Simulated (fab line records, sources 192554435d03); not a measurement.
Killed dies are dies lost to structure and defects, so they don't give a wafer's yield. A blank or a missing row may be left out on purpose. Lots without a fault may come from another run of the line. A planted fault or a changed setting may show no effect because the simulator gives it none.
fab line records | flow n5_finfet
record lots=24 wafers=72 last_day=18
route steps=1938 shown BEOL_M10@1535 BEOL_M11@1539 BEOL_M12@1634
lots that met no fault: from a run of the same line without faults
start_h: hours from the record's first day to the start of the lot's first wafer shown | wait_h: hours since the lot's step before | " the same as in the row above | L1.1+2: a row that stands for several wafers | - no value, or no start given | * or withheld: withheld | < > ~ a bound
route shown NAME@n: a module of which the file shows steps, and the number in the route of the first | usual: mean/standard deviation of fault-free wafers | same: alike in all rows | chamber/n: place in a boat | sites: the reading at each site | _std_site: their standard deviation | _edge_site: outer sites' mean less inner sites' | radius_mm: how far each site lies from the wafer's centre | mask NAME#n: copy n | behind: the tool/chamber that last shaped the wafer | hold: why the lot was held/for how many hours/how that ended | device: the transistor (n, p or np) that didn't switch | end of line: the same wafers' tests at the end of the route | a step without rows: its recipe alone | killed: dies lost to structure and defects at the first sort, not the wafer's yield | map: a wafer's dies, x killed, . not, _ none there
set.NAME: the setting as run; set.NAME@STEP: as run at that earlier step | model.NAME: the simulator's own value behind a step, which no gauge read
steps of the route over a sample of lots; a table a step, a row a wafer
services: from which hour (start_h, from the record's first day; less than 0 if before it) a tool's chamber was out of use, for how many hours, and why
## steps
# step N5_BEOL_M10_INSPECT_58
# recipe inspect_instrument=darkfield mode=post_dep
# usual raw_defect_count=72/23
# columns lot.wafer tool chamber start_h wait_h raw_defect_count
L074.3 defect_inspect-02 - 262.30 0.0 39
L074.4 " - " " 41
L074.5 " - " " 30
L076.1 defect_inspect-02 - 265.03 0.0 45
L076.2 " - " " 53
L076.5 " - " " 71
L075.3 defect_inspect-01 - 265.69 0.0 80
L075.4 " - " " 54
L075.6 " - " " 76
L079.1 defect_inspect-01 - 266.77 0.0 62
L079.3 " - " " 71
L079.5 " - " " 69
L082.1 defect_inspect-02 - 272.89 0.0 58
L082.4 " - " " 76
L082.5 " - " " 77
L077.1 defect_inspect-01 - 275.80 0.0 81
L077.3 " - " " 59
L077.6 " - " " 71
L081.1 defect_inspect-01 - 275.92 0.0 72
L081.3 " - " " 98
L081.6 " - " " 78
L080.1 defect_inspect-01 - 277.30 0.0 70
L080.4 " - " " 55
L080.5 " - " " 55
L078.1 defect_inspect-01 - 302.12 0.0 51
L078.4 " - " " 62
L078.5 " - " " 70
L084.2 defect_inspect-01 - 311.32 0.0 109
L084.5 " - " " 107
L084.6 " - " " 140
L086.2 defect_inspect-02 - 312.68 0.0 51
L086.3 " - " " 40
L086.6 " - " " 65
L083.3 defect_inspect-01 - 312.97 0.0 57
L083.5 " - " " 106
L083.6 " - " " 58
L085.2 defect_inspect-01 - 313.25 0.0 127
L085.3 " - " " 69
L085.5 " - " " 81
L089.1 defect_inspect-02 - 334.23 0.0 84
L089.3 " - " " 41
L089.5 " - " " 91
L088.1 defect_inspect-02 - 334.29 0.0 68
L088.2 " - " " 94
L088.3 " - " " 46
L087.3 defect_inspect-02 - 336.29 0.0 42
L087.4 " - " " 76
L087.5 " - " " 40
L090.1 defect_inspect-02 - 339.89 0.0 96
L090.2 " - " " 78
L090.6 " - " " 81
L091.1 defect_inspect-01 - 351.33 0.0 89
L091.4 " - " " 103
L091.5 " - " " 83
L092.2 defect_inspect-01 - 352.58 0.0 104
L092.4 " - " " 80
L092.6 " - " " 83
L093.2 defect_inspect-02 - 359.95 0.0 40
L093.3 " - " " 67
L093.6 " - " " 81
L094.1 defect_inspect-02 - 361.88 0.0 79
L094.2 " - " " 83
L094.4 " - " " 55
L095.4 defect_inspect-01 - 369.98 0.0 79
L095.5 " - " " 85
L095.6 " - " " 61
L096.1 defect_inspect-01 - 384.92 0.0 94
L096.3 " - " " 116
L096.5 " - " " 76
L097.2 defect_inspect-01 - 384.98 0.0 83
L097.3 " - " " 59
L097.6 " - " " 56
# step N5_BEOL_M11_PECVD_70
# recipe material=SiO2 target_thk_a=200 temp_c=400 precursor=TEOS/O2 pressure_torr=5.5 rf_w=450 teos_flow_sccm=53.8 gas=O2 flow_sccm=3000 time_s=22.7
# usual heater_power_w=711/100 showerhead_plenum_p_Torr=8.76/0.074 throttle_valve_pct=22.3/0.66
# same time_s=22.7
# columns lot.wafer tool chamber start_h wait_h heater_power_w showerhead_plenum_p_Torr throttle_valve_pct
L074.3 pecvd-02 2 263.01 0.0 660 8.84 22.0
L074.4 " 0 " " 684 8.83 22.2
L074.5 " 2 " " 647 8.83 21.8
L075.3 pecvd-01 1 266.35 0.0 648 8.74 23.4
L075.4 " 1 " " 664 8.79 23.4
L075.6 " 0 " " 668 8.63 22.1
L076.1 pecvd-01 2 266.49 0.0 683 8.68 21.6
L076.2 " 0 " " 593 8.67 22.4
L076.5 " 2 " " 679 8.65 21.3
L079.1 pecvd-01 0 267.91 0.0 694 8.65 22.2
L079.3 " 1 " " 546 8.75 23.2
L079.5 " 2 " " 647 8.68 21.1
L082.1 pecvd-01 2 273.56 0.0 574 8.71 21.2
L082.4 " 2 " " 555 8.67 21.4
L082.5 " 1 " " 620 8.73 23.5
L081.1 pecvd-04 0 276.58 0.0 843 8.87 22.8
L081.3 " 1 " " 823 8.69 21.6
L081.6 " 2 " " 671 8.80 21.8
L077.1 pecvd-02 2 276.95 0.0 675 8.83 21.8
L077.3 " 1 " " 687 8.74 23.0
L077.6 " 2 " " 702 8.85 22.2
L080.1 pecvd-04 1 277.97 0.0 693 8.68 21.2
L080.4 " 1 " " 694 8.67 21.5
L080.5 " 0 " " 1019 8.87 22.4
L078.1 pecvd-04 0 303.75 0.0 837 8.86 22.8
L078.4 " 0 " " 851 8.89 22.8
L078.5 " 2 " " 698 8.82 21.8
L084.2 pecvd-02 0 312.02 0.0 681 8.79 22.6
L084.5 " 1 " " 753 8.76 22.9
L084.6 " 2 " " 674 8.84 22.2
L086.2 pecvd-02 0 313.38 0.0 666 8.81 22.1
L086.3 " 2 " " 673 8.84 22.1
L086.6 " 2 " " 704 8.85 22.0
L083.3 pecvd-04 1 313.65 0.1 857 8.67 21.8
L083.5 " 1 " " 854 8.70 21.3
L083.6 " 0 " " 878 8.87 22.8
L085.2 pecvd-01 2 313.91 0.0 610 8.69 21.3
L085.3 " 0 " " 657 8.64 22.5
L085.5 " 1 " " 663 8.77 23.2
L089.1 pecvd-04 1 334.91 0.0 865 8.67 21.1
L089.3 " 0 " " 933 8.89 22.9
L089.5 " 2 " " 671 8.81 21.9
L088.1 pecvd-02 0 334.96 0.0 668 8.83 22.4
L088.2 " 1 " " 795 8.76 23.0
L088.3 " 2 " " 659 8.85 22.1
L087.3 pecvd-02 0 337.06 0.0 686 8.80 22.0
L087.4 " 1 " " 723 8.76 23.0
L087.5 " 0 " " 685 8.79 22.3
L090.1 pecvd-04 0 340.56 0.0 977 8.86 22.6
L090.2 " 2 " " 693 8.81 21.8
L090.6 " 1 " " 809 8.66 21.5
L091.1 pecvd-01 1 352.08 0.0 642 8.76 23.4
L091.4 " 0 " " 649 8.64 22.4
L091.5 " 1 " " 661 8.74 23.1
L092.2 pecvd-01 0 353.24 0.0 706 8.65 22.4
L092.4 " 1 " " 612 8.74 23.4
L092.6 " 0 " " 676 8.64 22.7
L093.2 pecvd-02 2 360.61 0.0 629 8.82 22.3
L093.3 " 1 " " 710 8.77 23.3
L093.6 " 2 " " 634 8.83 22.1
L094.1 pecvd-01 2 362.75 0.0 595 8.68 21.6
L094.2 " 0 " " 585 8.66 22.2
L094.4 " 2 " " 586 8.72 21.3
L095.4 pecvd-02 1 370.67 0.1 815 8.75 23.1
L095.5 " 2 " " 564 8.84 22.3
L095.6 " 0 " " 580 8.79 22.3
L097.2 pecvd-02 1 385.93 0.0 788 8.76 23.0
L097.3 " 2 " " 691 8.85 22.2
L097.6 " 0 " " 696 8.82 22.3
L096.1 pecvd-04 1 386.06 0.0 730 8.65 21.5
L096.3 " 2 " " 739 8.83 22.1
L096.5 " 2 " " 735 8.82 22.1
# step N5_BEOL_M11_HM_DEP_02
# recipe material=TiN target_thk_a=200 temp_c=25 chamber_pressure_pa=0.49996
# usual throttle_valve_pct=30.1/1.5
# columns lot.wafer tool chamber start_h wait_h throttle_valve_pct
L074.3 pvd_sputter-01 - 264.59 1.6 31.1
L074.4 " - " " 29.5
L074.5 " - " " 31.0
L075.3 pvd_sputter-01 - 267.52 1.2 28.8
L075.4 " - " " 31.0
L075.6 " - " " 28.8
L076.1 pvd_sputter-03 - 267.68 1.2 27.5
L076.2 " - " " 33.6
L076.5 " - " " 33.6
L079.1 pvd_sputter-01 - 268.14 0.2 29.5
L079.3 " - " " 28.8
L079.5 " - " " 29.7
L082.1 pvd_sputter-03 - 274.96 1.4 33.5
L082.4 " - " " 30.1
L082.5 " - " " 33.6
L081.1 pvd_sputter-02 - 276.73 0.1 31.1
L081.3 " - " " 29.9
L081.6 " - " " 30.4
L077.1 pvd_sputter-01 - 277.01 0.0 29.8
L077.3 " - " " 31.0
L077.6 " - " " 31.2
L080.1 pvd_sputter-01 - 279.05 1.1 29.6
L080.4 " - " " 30.5
L080.5 " - " " 31.3
L078.1 pvd_sputter-02 - 304.53 0.8 30.1
L078.4 " - " " 29.8
L078.5 " - " " 31.1
L084.2 pvd_sputter-03 - 312.79 0.8 29.5
L084.5 " - " " 30.0
L084.6 " - " " 29.6
L086.2 pvd_sputter-03 - 314.27 0.9 33.6
L086.3 " - " " 29.7
L086.6 " - " " 29.9
L083.3 pvd_sputter-03 - 314.75 1.1 29.4
L083.5 " - " " 29.4
L083.6 " - " " 29.9
L085.2 pvd_sputter-03 - 314.85 0.9 29.3
L085.3 " - " " 30.3
L085.5 " - " " 33.7
L089.1 pvd_sputter-03 - 335.82 0.9 27.3
L089.3 " - " " 29.3
L089.5 " - " " 30.1
L088.1 pvd_sputter-03 - 335.92 0.9 30.1
L088.2 " - " " 29.6
L088.3 " - " " 27.3
L087.3 pvd_sputter-01 - 339.38 2.3 29.3
L087.4 " - " " 31.1
L087.5 " - " " 31.0
L090.1 pvd_sputter-03 - 342.42 1.8 29.3
L090.2 " - " " 33.7
L090.6 " - " " 30.0
L091.1 pvd_sputter-02 - 355.58 3.5 30.7
L091.4 " - " " 31.0
L091.5 " - " " 29.9
L092.2 pvd_sputter-02 - 355.78 2.5 31.0
L092.4 " - " " 30.0
L092.6 " - " " 30.6
L093.2 pvd_sputter-02 - 362.61 2.0 30.5
L093.3 " - " " 30.1
L093.6 " - " " 30.8
L094.1 pvd_sputter-03 - 363.07 0.3 29.8
L094.2 " - " " 29.3
L094.4 " - " " 33.7
L095.4 pvd_sputter-01 - 372.63 1.9 30.7
L095.5 " - " " 31.3
L095.6 " - " " 29.5
L097.2 pvd_sputter-03 - 386.98 1.0 29.5
L097.3 " - " " 27.2
L097.6 " - " " 30.2
L096.1 pvd_sputter-01 - 387.27 1.2 31.3
L096.3 " - " " 29.1
L096.5 " - " " 31.1
# step N5_BEOL_M11_ETCH_66
# recipe chemistry=N2/H2 target=SOC target_depth_a=1200 overetch_a=240 mask_material=SiARC temp_c=40 time_s=180 ion_energy_ev=200 pressure_mtorr=30 source_w=840 bias_w=150 n2_flow_sccm=200 h2_flow_sccm=200
# usual drypump_motor_current_A=5.7/0.32 h2_flow_sccm=200.1/0.57 oes_product_au=0.64/0.073 rf_vpp_V=524.0/2.4 showerhead_plenum_p_Torr=2.55/0.088 throttle_valve_pct=17.80/0.21
# same time_s=180
# columns lot.wafer tool chamber start_h wait_h drypump_motor_current_A h2_flow_sccm oes_product_au rf_hours_counter_h rf_vpp_V showerhead_plenum_p_Torr throttle_valve_pct
L074.3 rie_diel-04 3 266.97 0.0 5.5 200.4 0.56 241 518.5 2.40 18.18
L074.4 " 2 " " 5.8 200.9 0.75 11 520.6 2.51 17.56
L074.5 " 2 " " 5.8 200.4 0.75 - 523.0 2.51 17.57
L075.3 rie_diel-04 0 269.27 0.0 5.7 199.7 0.57 207 523.3 2.50 18.08
L075.4 " 1 " " 5.9 199.6 0.57 194 526.0 2.65 17.89
L075.6 " 1 " " 5.9 199.7 0.57 - 526.9 2.65 17.91
L076.1 rie_diel-04 1 270.31 0.0 5.9 200.2 0.57 194 527.2 2.65 17.91
L076.2 " 2 " " 5.8 201.6 0.73 12 524.1 2.51 17.56
L076.5 " 3 " " 5.5 201.1 0.56 - 521.7 2.40 18.18
L079.1 rie_diel-02 1 270.40 0.0 5.9 199.4 0.77 4 524.0 2.62 17.41
L079.3 " 2 " " 5.7 201.1 0.74 12 524.9 2.61 17.62
L079.5 " 0 " " 5.3 199.1 0.58 - 519.7 2.42 17.93
L082.1 rie_diel-02 0 278.14 0.0 5.3 199.8 0.58 209 520.8 2.42 17.95
L082.4 " 1 " " 5.8 200.8 0.75 - 525.3 2.62 17.41
L082.5 " 2 " " 5.7 200.6 0.74 - 525.4 2.61 17.62
L081.1 rie_diel-05 0 278.98 0.0 5.3 200.3 0.58 195 524.4 2.51 17.71
L081.3 " 3 " " 6.3 199.8 0.73 24 527.8 2.72 17.93
L081.6 " 1 " " 5.1 200.8 0.66 - 523.5 2.58 17.62
L077.1 rie_diel-05 3 279.44 0.0 6.4 200.4 0.73 24 527.7 2.72 17.89
L077.3 " 1 " " 5.1 200.3 0.66 62 526.0 2.58 17.61
L077.6 " 2 " " 5.9 199.4 0.58 - 523.2 2.52 17.57
L080.1 rie_diel-04 1 281.70 0.0 5.9 199.2 0.58 197 526.3 2.65 17.92
L080.4 " 0 " " 5.7 199.9 0.57 212 522.9 2.50 18.11
L080.5 " 3 " " 5.5 200.2 0.56 - 519.6 2.40 18.19
L078.1 rie_diel-02 3 308.26 0.0 5.5 200.3 0.72 26 522.8 2.48 17.82
L078.4 " 2 " " 5.7 200.5 0.73 - 524.8 2.61 17.63
L078.5 " 3 " " 5.5 200.2 0.71 - 523.2 2.48 17.82
L084.2 rie_diel-05 2 315.38 0.0 5.9 200.6 0.58 191 523.7 2.51 17.59
L084.5 " 1 " " 5.1 200.3 0.65 - 524.7 2.57 17.64
L084.6 " 2 " " 5.9 200.8 0.57 - 523.5 2.51 17.59
L083.3 rie_diel-05 1 316.47 0.0 5.1 200.1 0.66 74 525.6 2.57 17.63
L083.5 " 0 " " 5.3 199.6 0.57 - 524.8 2.51 17.70
L083.6 " 1 " " 5.1 199.9 0.65 - 523.9 2.57 17.63
L086.2 rie_diel-04 0 316.76 0.0 5.7 200.2 0.57 224 523.0 2.50 18.12
L086.3 " 1 " " 5.9 200.3 0.57 210 526.2 2.64 17.95
L086.6 " 0 " " 5.7 201.0 0.57 - 523.1 2.50 18.13
L085.2 rie_diel-05 1 317.09 0.0 5.2 201.3 0.65 74 524.5 2.57 17.63
L085.3 " 0 " " 5.3 200.2 0.58 207 520.3 2.50 17.71
L085.5 " 0 " " 5.3 199.3 0.57 - 523.2 2.50 17.71
L089.1 rie_diel-02 0 338.90 0.0 5.3 200.8 0.56 235 518.7 2.41 18.00
L089.3 " 1 " " 5.8 199.8 0.71 25 524.2 2.61 17.45
L089.5 " 3 " " 5.5 200.8 0.69 - 522.2 2.47 17.87
L088.1 rie_diel-04 0 340.63 0.0 5.7 200.4 0.56 232 523.6 2.49 18.13
L088.2 " 1 " " 6.0 199.4 0.56 219 525.5 2.64 17.96
L088.3 " 2 " " 5.8 200.1 0.70 37 522.0 2.50 17.59
L087.3 rie_diel-04 2 342.24 0.0 5.8 199.6 0.70 37 522.9 2.50 17.60
L087.4 " 3 " " 5.5 199.9 0.77 6 528.2 2.72 17.86
L087.5 " 2 " " 5.7 200.1 0.70 - 522.3 2.50 17.60
L090.1 rie_diel-05 3 347.56 0.0 6.3 199.6 0.70 44 529.4 2.71 17.95
L090.2 " 2 " " 5.8 200.1 0.57 195 522.8 2.51 17.60
L090.6 " 2 " " 5.8 200.6 0.58 - 522.2 2.51 17.61
L091.1 rie_diel-04 0 358.80 0.0 5.7 199.6 0.57 240 523.3 2.49 18.12
L091.4 " 1 " " 6.0 199.8 0.56 226 526.1 2.64 17.96
L091.5 " 0 " " 5.7 200.5 0.55 - 523.2 2.49 18.14
L092.2 rie_diel-02 0 359.55 0.0 5.3 200.4 0.56 244 518.9 2.41 18.00
L092.4 " 2 " " 5.6 200.6 0.70 46 524.4 2.60 17.68
L092.6 " 3 " " 5.5 199.7 0.69 - 522.4 2.47 17.89
L094.1 rie_diel-04 1 365.28 0.0 5.9 199.2 0.55 227 524.8 2.64 17.96
L094.2 " 3 " " 5.5 200.0 0.74 15 527.8 2.71 17.88
L094.4 " 2 " " 5.7 200.4 0.69 45 522.0 2.50 17.60
L093.2 rie_diel-05 0 365.32 0.0 5.3 199.6 0.56 218 523.1 2.50 17.75
L093.3 " 3 " " 6.3 200.1 0.69 50 528.1 2.71 17.96
L093.6 " 1 " " 5.1 200.1 0.65 - 523.4 2.57 17.64
L095.4 rie_diel-05 3 377.76 0.0 6.3 200.1 0.70 53 528.1 2.70 17.95
L095.5 " 2 " " 5.9 199.5 0.57 - 523.6 2.51 17.62
L095.6 " 1 " " 5.1 200.7 0.65 - 524.0 2.56 17.66
L096.1 rie_diel-04 3 389.24 0.0 5.5 201.0 0.73 23 527.3 2.71 17.90
L096.3 " 2 " " 5.8 199.9 0.69 52 521.5 2.49 17.64
L096.5 " 0 " " 5.7 199.7 0.55 - 523.3 2.49 18.16
L097.2 rie_diel-02 3 389.75 0.0 5.5 200.0 0.67 56 522.5 2.47 17.89
L097.3 " 1 " " 5.8 199.4 0.69 43 524.6 2.60 17.45
L097.6 " 2 " " 5.7 200.1 0.69 - 524.1 2.59 17.69
# step N5_BEOL_M11_PRE_CLEAN_45
# recipe gas=H2/He time_s=30 temp_c=250
# usual heater_power_w=334/30
# same time_s=30
# columns lot.wafer tool chamber start_h wait_h heater_power_w
L074.3 pvd_sputter-01 - 268.29 0.0 383
L074.4 " - " " 310
L074.5 " - " " 386
L075.3 pvd_sputter-02 - 271.06 0.0 322
L075.4 " - " " 333
L075.6 " - " " 328
L076.1 pvd_sputter-01 - 271.63 0.0 263
L076.2 " - " " 309
L076.5 " - " " 267
L079.1 pvd_sputter-03 - 272.06 0.0 380
L079.3 " - " " 327
L079.5 " - " " 337
L082.1 pvd_sputter-02 - 279.53 0.0 338
L082.4 " - " " 339
L082.5 " - " " 331
L081.1 pvd_sputter-03 - 280.64 0.0 380
L081.3 " - " " 373
L081.6 " - " " 366
L077.1 pvd_sputter-01 - 281.79 0.0 310
L077.3 " - " " 268
L077.6 " - " " 315
L080.1 pvd_sputter-01 - 283.01 0.0 305
L080.4 " - " " 269
L080.5 " - " " 316
L078.1 pvd_sputter-03 - 309.79 0.0 348
L078.4 " - " " 354
L078.5 " - " " 318
L084.2 pvd_sputter-02 - 316.65 0.0 329
L084.5 " - " " 343
L084.6 " - " " 324
L083.3 pvd_sputter-02 - 317.61 0.0 331
L083.5 " - " " 346
L083.6 " - " " 342
L086.2 pvd_sputter-02 - 318.21 0.0 321
L086.3 " - " " 309
L086.6 " - " " 305
L085.2 pvd_sputter-02 - 318.29 0.0 318
L085.3 " - " " 343
L085.5 " - " " 330
L089.1 pvd_sputter-03 - 339.94 0.0 343
L089.3 " - " " 391
L089.5 " - " " 341
L088.1 pvd_sputter-03 - 342.66 0.0 390
L088.2 " - " " 338
L088.3 " - " " 322
L087.3 pvd_sputter-02 - 343.25 0.0 312
L087.4 " - " " 343
L087.5 " - " " 306
L090.1 pvd_sputter-02 - 349.68 0.0 325
L090.2 " - " " 330
L090.6 " - " " 308
L091.1 pvd_sputter-03 - 359.84 0.0 333
L091.4 " - " " 384
L091.5 " - " " 330
L092.2 pvd_sputter-01 - 360.58 0.0 312
L092.4 " - " " 319
L092.6 " - " " 263
L094.1 pvd_sputter-03 - 366.31 0.0 391
L094.2 " - " " 345
L094.4 " - " " 369
L093.2 pvd_sputter-02 - 366.40 0.0 306
L093.3 " - " " 335
L093.6 " - " " 331
L095.4 pvd_sputter-03 - 378.78 0.0 340
L095.5 " - " " 344
L095.6 " - " " 390
L096.1 pvd_sputter-02 - 390.49 0.0 327
L096.3 " - " " 324
L096.5 " - " " 312
L097.2 pvd_sputter-02 - 390.81 0.0 302
L097.3 " - " " 319
L097.6 " - " " 333
# step N5_BEOL_M12_INSPECT_30
# recipe mode=adi inspect_instrument=macro
# usual raw_defect_count=2.0/1.4
# columns lot.wafer tool chamber start_h wait_h raw_defect_count
L074.3 defect_inspect-01 - 273.08 0.0 2
L074.4 " - " " 1
L074.5 " - " " 2
L075.3 defect_inspect-01 - 274.21 0.0 1
L075.4 " - " " 0
L075.6 " - " " 1
L076.1 defect_inspect-01 - 277.04 0.0 3
L076.2 " - " " 0
L076.5 " - " " 2
L079.1 defect_inspect-01 - 277.32 0.0 0
L079.3 " - " " 3
L079.5 " - " " 1
L082.1 defect_inspect-02 - 283.68 0.0 1
L082.4 " - " " 2
L082.5 " - " " 0
L081.1 defect_inspect-01 - 284.57 0.0 1
L081.3 " - " " 3
L081.6 " - " " 0
L077.1 defect_inspect-02 - 284.87 0.0 1
L077.3 " - " " 2
L077.6 " - " " 2
L080.1 defect_inspect-01 - 287.33 0.0 6
L080.4 " - " " 3
L080.5 " - " " 5
L078.1 defect_inspect-01 - 313.02 0.0 0
L078.4 " - " " 4
L078.5 " - " " 4
L084.2 defect_inspect-02 - 320.46 0.0 2
L084.5 " - " " 1
L084.6 " - " " 1
L083.3 defect_inspect-01 - 321.33 0.0 1
L083.5 " - " " 1
L083.6 " - " " 0
L086.2 defect_inspect-01 - 321.89 0.0 1
L086.3 " - " " 3
L086.6 " - " " 3
L085.2 defect_inspect-02 - 322.53 0.0 4
L085.3 " - " " 1
L085.5 " - " " 2
L089.1 defect_inspect-01 - 345.12 0.0 1
L089.3 " - " " 1
L089.5 " - " " 1
L088.1 defect_inspect-01 - 345.70 0.0 2
L088.2 " - " " 4
L088.3 " - " " 1
L087.3 defect_inspect-02 - 346.38 0.0 2
L087.4 " - " " 4
L087.5 " - " " 0
L090.1 defect_inspect-01 - 353.16 0.0 0
L090.2 " - " " 2
L090.6 " - " " 0
L091.1 defect_inspect-02 - 363.24 0.0 1
L091.4 " - " " 1
L091.5 " - " " 0
L092.2 defect_inspect-02 - 365.03 0.0 1
L092.4 " - " " 2
L092.6 " - " " 1
L094.1 defect_inspect-02 - 369.85 0.0 0
L094.2 " - " " 3
L094.4 " - " " 2
L093.2 defect_inspect-01 - 370.18 0.0 1
L093.3 " - " " 5
L093.6 " - " " 4
L095.4 defect_inspect-02 - 384.19 0.0 1
L095.5 " - " " 2
L095.6 " - " " 5
L096.1 defect_inspect-01 - 393.86 0.0 0
L096.3 " - " " 3
L096.5 " - " " 1
L097.2 defect_inspect-01 - 394.48 0.0 3
L097.3 " - " " 1
L097.6 " - " " 3
## services
# columns tool chamber start_h hours kind
pvd_sputter-03 - 239.40 1.2 repair
rie_diel-04 2 240.24 10.5 repair
rie_diel-02 - 257.01 2.8 pm
rie_diel-02 3 261.30 17.6 repair
pecvd-02 1 295.80 5.9 repair
rie_diel-04 3 301.26 - clean
rie_diel-04 3 301.26 - consumable_replace:focus_ring
rie_diel-04 3 301.26 - consumable_replace:showerhead
rie_diel-02 1 307.24 11.4 repair
pecvd-04 0 308.86 2.1 scheduled_down
rie_diel-05 - 330.98 14.6 pm
pvd_sputter-01 - 352.83 2.6 repair
pecvd-04 - 357.00 0.6 repair
rie_diel-02 0 377.97 - clean
rie_diel-02 0 377.97 - consumable_replace:focus_ring
rie_diel-02 0 377.97 - consumable_replace:showerhead
rie_diel-02 0 377.97 28.3 scheduled_down
rie_diel-02 0 377.97 28.3 vent_cycle
rie_diel-05 - 379.52 0.5 repair
rie_diel-02 3 381.15 5.7 repair
rie_diel-04 0 389.62 - clean
rie_diel-04 0 389.62 - consumable_replace:focus_ring
rie_diel-04 0 389.62 32.8 scheduled_down
rie_diel-04 0 389.62 32.8 vent_cycle
## key
fault none
